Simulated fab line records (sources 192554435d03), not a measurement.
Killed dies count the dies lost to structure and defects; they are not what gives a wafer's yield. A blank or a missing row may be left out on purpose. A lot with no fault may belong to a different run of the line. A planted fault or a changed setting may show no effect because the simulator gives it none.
Chamber matching	flow n5_finfet	N5_BEOL_M5_CURE_80 on uv_cure-01: 3 sister chambers
The step cures SiCOH lowk, time 120 s. 6 wafers are shown with their chamber, then 12 later ones without.

EACH WAFER AND ITS CHAMBER
wafer	chamber	wafer_temp_C_max	lamp_power_pct (%)
L092.4	0	371.8	52.30
L092.5	0	372.0	52.18
L093.4	2	371.3	52.30
L093.6	2	371.2	52.30
L094.5	1	370.8	52.30
L094.6	1	371.1	52.28

WAFERS WHOSE CHAMBER IS MISSING
wafer	wafer_temp_C_max	lamp_power_pct (%)
L076.2	371.5	52.31
L076.3	372.4	52.31
L076.5	371.6	52.22
L095.1	372.0	52.27
L095.3	371.4	52.39
L095.6	372.0	52.36
L096.1	371.4	52.36
L096.3	371.8	52.15
L096.4	371.9	52.20
L096.2	371.9	52.28
L096.5	372.2	52.36
L096.6	371.5	52.27

WHICH CHAMBER EACH ONE RAN IN
wafer	from the rows above	in truth
L076.2	can't be placed: 2 or 0 or 1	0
L076.3	0	0
L076.5	can't be placed: 0 or 2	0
L095.1	0	0
L095.3	can't be placed: 2 or 1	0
L095.6	0	0
L096.1	can't be placed: 2 or 1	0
L096.3	0	0
L096.4	0	0
L096.2	0	0
L096.5	0	0
L096.6	can't be placed: 2 or 0 or 1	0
Correctly placed: 7 of 12. Not placeable from these rows: 5 (in 3, the candidates include the true chamber). Wrongly placed: 0.
How it was worked out, from the rows above alone: a wafer's distance from a chamber is the root of the sum, over the readings, of the square of ((its reading less the chamber's mean) divided by the reading's scatter). If the next closest chamber is less than 2 further off than the closest, the wafer can't be placed; otherwise it belongs to the closest. For every chamber, the mean is computed from those of its wafers that are shown. The scatter: take each reading less its chamber's mean, square it, sum over the shown wafers, divide by the number of wafers less the number of chambers, and take the root.
